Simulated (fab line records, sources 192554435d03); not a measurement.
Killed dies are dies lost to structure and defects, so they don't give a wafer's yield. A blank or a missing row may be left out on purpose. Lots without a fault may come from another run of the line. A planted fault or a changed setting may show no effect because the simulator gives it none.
Chamber matching | flow n5_finfet | N5_HKMG_FIN_ALD_71 on ald_metal-04: 4 sister chambers
The step deposits TiN, target thk 1 nm, pulse time 1 s, purge time 3 s. 8 wafers are shown with their chamber, then 8 later ones without.

WAFERS WITH THEIR CHAMBER
wafer  | chamber | heater_power_w (W) | precursor_pulse_height_rel
L747.5 | 2       | 839                | 0.991
L747.6 | 1       | 934                | 0.998
L749.6 | 2       | 822                | 0.999
L752.1 | 0       | 860                | 0.999
L752.4 | 1       | 934                | 1.011
L759.3 | 3       | 914                | 0.972
L759.5 | 0       | 839                | 0.960
L760.1 | 3       | 893                | 1.008

WAFERS WITHOUT THEIR CHAMBER
wafer  | heater_power_w (W) | precursor_pulse_height_rel
L760.3 | 945                | 1.000
L760.5 | 873                | 1.015
L763.2 | 826                | 1.032
L763.4 | 901                | 0.973
L763.6 | 833                | 0.998
L764.1 | 907                | 0.989
L764.2 | 941                | 0.985
L764.4 | 815                | 0.983

WHICH CHAMBER EACH WENT THROUGH
wafer  | from the rows above          | in truth
L760.3 | 1                            | 1
L760.5 | can't be placed: 0 or 3 or 2 | 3
L763.2 | can't be placed: 2 or 0      | 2
L763.4 | 3                            | 3
L763.6 | can't be placed: 2 or 0      | 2
L764.1 | 3                            | 3
L764.2 | can't be placed: 1 or 3      | 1
L764.4 | can't be placed: 2 or 0      | 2
Placed correctly: 3 of 8. Can't be placed from these rows: 5 (the true chamber is among the candidates in 5). Placed wrongly: 0.
How it was worked out, from the rows above alone: a wafer's distance from a chamber is the root of the sum, over the readings, of the square of ((its reading less the chamber's mean) divided by the reading's scatter). The wafer belongs to the nearest chamber; if the next one is less than 2 further off, it can't be placed. A chamber's mean is the mean of its shown wafers. The scatter: the root of (the sum of the squares of (reading less its chamber's mean) over the shown wafers, divided by (wafers less chambers)).
